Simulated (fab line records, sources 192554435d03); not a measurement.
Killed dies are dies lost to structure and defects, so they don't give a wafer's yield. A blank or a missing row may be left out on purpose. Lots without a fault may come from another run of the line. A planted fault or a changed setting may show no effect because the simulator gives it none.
A struck lot beside a sound one | flow n5_finfet | 36 steps out of a route of 1938
Sound: wafers L727.1, L727.2, L727.6. Struck: wafer L717.1. (L717.5 of the same lot was not struck and is left out.) The cause comes at the end.
At each step with rows: each side's tool, then ch and its chambers, then its first start. Under that, the readings that differ: sound wafers | struck wafers | difference of the means | sigmas: that difference in standard deviations of wafers without a fault.
alike: readings whose means differ by less than 2 such deviations, and words and numbers that are the same on both sides. not compared: withheld readings, readings that some wafer has no value for, bounds like >300 that may hide the same value, and numbers for which the record gives no deviation and whose values overlap.
The two part at a step that has a row with sigmas, a row that says differs or no value, or rows on one side only. Numbers that don't overlap but have no deviation are shown without sigmas and don't part them. A reading that every wafer of one side lacks parts them only if that side has two wafers or more.

first, 9 steps without rows for these wafers: N5_MOL_CONTACT_COAG_SRD_128 (dry time 32 s); N5_MOL_CONTACT_COAG_CMP_52 (polishes, stops on SiO2, t overpolish 1.5 s, target thk 66.5 nm); N5_MOL_CONTACT_COAG_ANNEAL_112 (time 1800 s); N5_BEOL_M0_SAQP_PECVD_00 (deposits SiCN from 3MS/NH3, target thk 8 nm, time 14 s); N5_BEOL_M0_SAQP_ILD_DEP_01 (deposits SiOC from DEMS/O2, target thk 45.419 nm, time 8.7 s); N5_BEOL_M0_SAQP_HM_DEP_02 (deposits TiN, target thk 12 nm); N5_BEOL_M0_SAQP_PECVD_03 (deposits SiCN from 3MS/NH3, target thk 12 nm, time 21.1 s); N5_BEOL_M0_SAQP_PECVD_96 (deposits a-Si from SiH4/He, target thk 45 nm, time 45.2 s); N5_BEOL_M0_SAQP_PECVD_97 (deposits SiNx from SiH4/NH3/N2, target thk 23 nm, time 19.9 s).
N5_BEOL_M0_SAQP_PECVD_04: deposits a-Si from SiH4/He, target thk 60 nm, time 60.2 s.
  sound on pecvd-01 ch 0,1,2, day 11 11:11; struck on pecvd-02 ch 2, day 8 22:58
  reading                                         | sound          | struck | difference | sigmas
  model.a-Si_of_BEOL_M0_SAQP_PECVD_04.thk_nm (nm) | 59.8 59.4 60.8 | 66.6   | +6.6       |
  alike: heater_power_w, showerhead_plenum_p_Torr, showerhead_vpp_V, throttle_valve_pct
N5_BEOL_M0_SAQP_THK_MEAS_05:
  sound on film_metro-02, day 11 11:17; struck on film_metro-02, day 8 23:04
  reading     | sound          | struck | difference | sigmas
  thk_nm (nm) | 59.9 59.4 60.8 | 66.6   | +6.6       | +9
then, 15 steps without rows for these wafers: N5_BEOL_M0_SAQP_HM_DEP_111 (deposits SiO2 from SiH4/N2O, target thk 12 nm, time 7.2 s); N5_BEOL_M0_SAQP_COAT_81 (time 60 s, resist thk 100 nm); N5_BEOL_M0_SAQP_COAT_82 (time 60 s, resist thk 30 nm); N5_BEOL_M0_SAQP_COAT_08 (resist thk 90 nm); N5_BEOL_M0_SAQP_EBR_10; N5_BEOL_M0_SAQP_SOFTBAKE_09 (time 60 s); N5_BEOL_M0_SAQP_EXPOSE_11 (exposes mask M0 CORE, target cd 42 nm); N5_BEOL_M0_SAQP_PEB_12 (peb time 60 s); N5_BEOL_M0_SAQP_DEVELOP_13 (develop time 30 s); N5_BEOL_M0_SAQP_DESCUM_19 (chemistry O2, time 7.9 s); N5_BEOL_M0_SAQP_ETCH_83 (etches SiARC in CF4, target depth 39 nm, time 65 s); N5_BEOL_M0_SAQP_ETCH_84 (etches SOC in N2/H2, target depth 100 nm, overetch 20 nm, time 150 s); N5_BEOL_M0_SAQP_STRIP_80 (strips in N2/H2); N5_BEOL_M0_SAQP_HM_OPEN_112 (chemistry CHF3/O2, target SiO2, stops on a-Si, target depth 12 nm, time 13.5 s); N5_BEOL_M0_SAQP_STRIP_113 (strips in CHF3/O2).
N5_BEOL_M0_SAQP_MANDREL_ETCH_20: etches a-Si in HBr/Cl2, stops on SiNx, target depth 60 nm, bt time 10 s, time 30 s.
  sound on rie_si-02 ch 0,1,2, day 11 12:00; struck on rie_si-03 ch 1, day 9 00:37
  reading                  | sound             | struck | difference | sigmas
  oes_product_au (a.u.)    | 0.767 0.782 0.797 | 0.826  | +0.044     | +4
  model.etch.depth_nm (nm) | 59.89 59.34 60.79 | 66.54  | +6.53      |
  alike: drypump_motor_current_A, throttle_valve_pct
  not compared: rf_hours_counter_h
then, 5 steps without rows for these wafers: N5_BEOL_M0_SAQP_STRIP_86 (strips in N2/H2); N5_BEOL_M0_SAQP_STRIP_115 (strips in post etch residue remover, time 60 s); N5_BEOL_M0_SAQP_SRD_93 (time 30 s); N5_BEOL_M0_SAQP_RECESS_114 (chemistry HF/NH3, target SiO2, target depth 14.4 nm, afs cycles 3, sublimation time 60 s); N5_BEOL_M0_SAQP_SPACER1_ALD_98 (deposits SiO2, target thk 12.8 nm, pulse time 1 s, purge time 2 s).
N5_BEOL_M0_SAQP_SPACER1_ETCHBACK_99: etches SiO2 in CHF3/O2, target depth 15.4 nm, time 7.7 s.
  sound on rie_diel-05 ch 0,1, day 11 13:10; struck on rie_diel-03 ch 3, day 9 01:43
  reading                                         | sound          | struck | difference | sigmas
  model.a-Si_of_BEOL_M0_SAQP_PECVD_04.thk_nm (nm) | 59.2 58.8 60.2 | 66     | +7         |
  alike: drypump_motor_current_A, oes_product_au, rf_vpp_V, showerhead_plenum_p_Torr, throttle_valve_pct
  not compared: rf_hours_counter_h
then, 1 step without rows for these wafers: N5_BEOL_M0_SAQP_MANDREL1_REMOVE_100 (chemistry HBr/Cl2/O2, target a-Si, stops on SiNx, bt time 10 s).
-- the record jumps here: 3 days lie between the struck wafers' starts before and after (it left off in module BEOL_M0_SAQP and takes up again in module BEOL_M4, whose first step shown is number 1111 of the route) --
N5_BEOL_M4_RC_MEAS_101:
  sound on prober-01 ch 0, day 15 12:07; struck on prober-01 ch 0, day 11 15:14
  reading        | sound          | struck | difference | sigmas
  DIBL_N (mV/V)  | 37.1 33.4 33.1 | 38.7   | +4.2       | +2
  DIBL_P (mV/V)  | 37.8 33.7 33.0 | 40.6   | +5.8       | +3
  IOFF_N (nA/um) | 0.19 0.13 0.13 | 0.23   | +0.08      | +2
  VT_N (mV)      | 249 252 251    | 244    | -7         | -2
  alike: IOFF_P, ION_N, ION_P, SS_N, SS_P, VT_P
-- the record jumps here: 5 days lie between the struck wafers' starts before and after (it left off in module BEOL_M4 and takes up again in module PASSIVATION, whose first step shown is number 1936 of the route) --
N5_PASSIVATION_PROBE_49:
  sound on prober-02, day 19 16:14; struck on prober-02, day 16 12:06
  alike: defect_limited_yield, killed_at_M0_to_M3, killed_at_M4_up, killed_at_contacts, killed_at_front_end, killed_at_other, killed_dies, killed_open, killed_short, sort_bin_4_leakage, sort_bin_5_function, sort_bin_6_memory, sort_n_pass, sort_yield_pct

WHERE THEY PART
First at N5_BEOL_M0_SAQP_THK_MEAS_05; last, within this record, at N5_BEOL_M4_RC_MEAS_101. Later steps at which nothing parts them and some readings are alike: N5_PASSIVATION_PROBE_49.

WHY: what the simulator had put in
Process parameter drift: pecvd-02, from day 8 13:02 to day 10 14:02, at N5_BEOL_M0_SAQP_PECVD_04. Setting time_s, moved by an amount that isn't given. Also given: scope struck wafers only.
